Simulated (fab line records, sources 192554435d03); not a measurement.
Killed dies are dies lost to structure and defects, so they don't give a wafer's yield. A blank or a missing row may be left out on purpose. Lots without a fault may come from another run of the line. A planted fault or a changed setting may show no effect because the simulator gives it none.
Split-lot experiment | flow n5_finfet | 7 lots, 39 wafers read, on a route of 1938 steps

THE SPLIT
At N5_FIN_SAQP_PECVD_06 (deposits a-Si from SiH4/He, target thk 60 nm, time 48.1 s), the setting time_s was moved away from the recipe's 48.1 s on 15 of the 39 wafers read, by -49.5% to +19.9%. The other wafers ran this setting at the recipe's value.

FROM THE SPLIT TO THE READING: what the file shows between them, 5 steps
- N5_FIN_SAQP_THK_MEAS_07
- N5_FIN_SAQP_HM_DEP_72: deposits SiO2 from SiH4/N2O, target thk 12 nm, time 7.2 s
- N5_FIN_SAQP_COAT_49: time 60 s, resist thk 100 nm
- N5_FIN_SAQP_HM_OPEN_73: chemistry CHF3/O2, target SiO2, stops on a-Si, target depth 12 nm, time 16.8 s
- N5_FIN_SAQP_STRIP_74: strips in CHF3/O2

THE READING
oes_product_au, in a.u., at N5_FIN_SAQP_MANDREL_ETCH_22 (etches a-Si in HBr/Cl2, stops on SiNx, target depth 60 nm, bt time 10 s, time 30 s). Fault-free wafers of this fab line usually give 0.764 a.u., standard deviation 0.017 a.u..

wafer  | tool, chamber at the split | time_s as run, s | against the recipe | oes_product_au, a.u. | against lot-mates on the recipe
L080.1 | pecvd-01, 1                | 48.1             | recipe             | 0.781                | -
L080.2 | pecvd-01, 1                | 56.34            | +17.1%             | 0.823                | +0.050
L080.3 | pecvd-01, 1                | 56.34            | +17.1%             | 0.849                | +0.076
L080.4 | pecvd-01, 1                | 48.1             | recipe             | 0.767                | -
L080.5 | pecvd-01, 1                | 56.34            | +17.1%             | 0.838                | +0.065
L080.6 | pecvd-01, 1                | 48.1             | recipe             | 0.771                | -
L082.1 | pecvd-04, 2                | 48.1             | recipe             | 0.777                | -
L082.2 | pecvd-04, 0                | 33.22            | -30.9%             | 0.606                | -0.149
L082.3 | pecvd-04, 1                | 48.1             | recipe             | 0.742                | -
L082.4 | pecvd-04, 1                | 33.22            | -30.9%             | 0.634                | -0.121
L082.5 | pecvd-04, 0                | 33.22            | -30.9%             | 0.646                | -0.109
L082.6 | pecvd-04, 2                | 48.1             | recipe             | 0.745                | -
L088.1 | pecvd-03, 2                | 48.1             | recipe             | 0.767                | -
L088.2 | pecvd-03, 1                | 48.1             | recipe             | 0.756                | -
L088.3 | pecvd-03, 0                | 48.1             | recipe             | 0.759                | -
L088.4 | pecvd-03, 0                | 48.1             | recipe             | 0.794                | -
L088.5 | pecvd-03, 1                | 48.1             | recipe             | 0.759                | -
L088.6 | pecvd-03, 2                | 48.1             | recipe             | 0.757                | -
L092.2 | pecvd-04, 1                | 48.1             | recipe             | 0.759                | -
L092.3 | pecvd-04, 2                | 48.1             | recipe             | 0.739                | -
L092.6 | pecvd-04, 1                | 48.1             | recipe             | 0.747                | -
L094.1 | pecvd-01, 2                | 48.1             | recipe             | 0.787                | -
L094.2 | pecvd-01, 1                | 57.67            | +19.9%             | 0.836                | +0.072
L094.3 | pecvd-01, 0                | 48.1             | recipe             | 0.751                | -
L094.4 | pecvd-01, 1                | 57.67            | +19.9%             | 0.865                | +0.101
L094.5 | pecvd-01, 0                | 48.1             | recipe             | 0.755                | -
L094.6 | pecvd-01, 2                | 57.67            | +19.9%             | 0.857                | +0.093
L095.1 | pecvd-03, 1                | 48.1             | recipe             | 0.772                | -
L095.2 | pecvd-03, 2                | 48.1             | recipe             | 0.767                | -
L095.3 | pecvd-03, 0                | 55.87            | +16.2%             | 0.866                | +0.099
L095.4 | pecvd-03, 0                | 48.1             | recipe             | 0.761                | -
L095.5 | pecvd-03, 2                | 55.87            | +16.2%             | 0.847                | +0.080
L095.6 | pecvd-03, 1                | 55.87            | +16.2%             | 0.828                | +0.061
L097.1 | pecvd-04, 2                | 24.31            | -49.5%             | 0.518                | -0.224
L097.2 | pecvd-04, 1                | 48.1             | recipe             | 0.729                | -
L097.3 | pecvd-04, 0                | 24.31            | -49.5%             | 0.527                | -0.215
L097.4 | pecvd-04, 1                | 24.31            | -49.5%             | 0.537                | -0.205
L097.5 | pecvd-04, 2                | 48.1             | recipe             | 0.735                | -
L097.6 | pecvd-04, 0                | 48.1             | recipe             | 0.761                | -

THE FIT
A straight line over all 39 wafers: oes_product_au changes by +0.00463 a.u. for each +1% of time_s; r = +0.98; the points scatter about the line by 0.016 a.u..
The same after taking each lot's own level away (the mean of its wafers on the recipe; 39 wafers): +0.00429 a.u. for each +1%; r = +0.99; scatter 0.014 a.u..
On that fit, the largest move of time_s shifts the reading by 0.21 a.u..
The lots' own levels span 0.7417 to 0.7730 a.u., that is 1.8 times the standard deviation above.
So the lot-to-lot level changes the slope little: the two slopes agree.
Check: with one of the wafers moved furthest among these (-49.5%) left out of the fit, the line predicts -0.208 a.u. for it against its lot-mates. It came out at -0.224 a.u. against them.

THE WHOLE CHAIN: every reading that the file lists as answering this split, in the file's order
step                        | what it does                                                                       | reading                                                                           | change (the file's fit)                   | r (the file's)
N5_FIN_SAQP_PECVD_06        | deposits a-Si from SiH4/He, target thk 60 nm, time 48.1 s                          | a-Si_of_FIN_SAQP_PECVD_06.thk_nm (the simulator's own value, which no gauge read) | +0.606 nm for each +1% of the setting     | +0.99
N5_FIN_SAQP_THK_MEAS_07     |                                                                                    | thk_nm                                                                            | withheld for each +1% of the setting      | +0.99
N5_FIN_SAQP_MANDREL_ETCH_22 | etches a-Si in HBr/Cl2, stops on SiNx, target depth 60 nm, bt time 10 s, time 30 s | oes_product_au                                                                    | +0.00429 a.u. for each +1% of the setting | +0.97
N5_FIN_SAQP_MANDREL_ETCH_22 | etches a-Si in HBr/Cl2, stops on SiNx, target depth 60 nm, bt time 10 s, time 30 s | etch.depth_nm (the simulator's own value, which no gauge read)                    | +0.606 nm for each +1% of the setting     | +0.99

THE FILE'S OWN FIT
oes_product_au changes by +0.00429 a.u. for each +1% of time_s, r = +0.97.
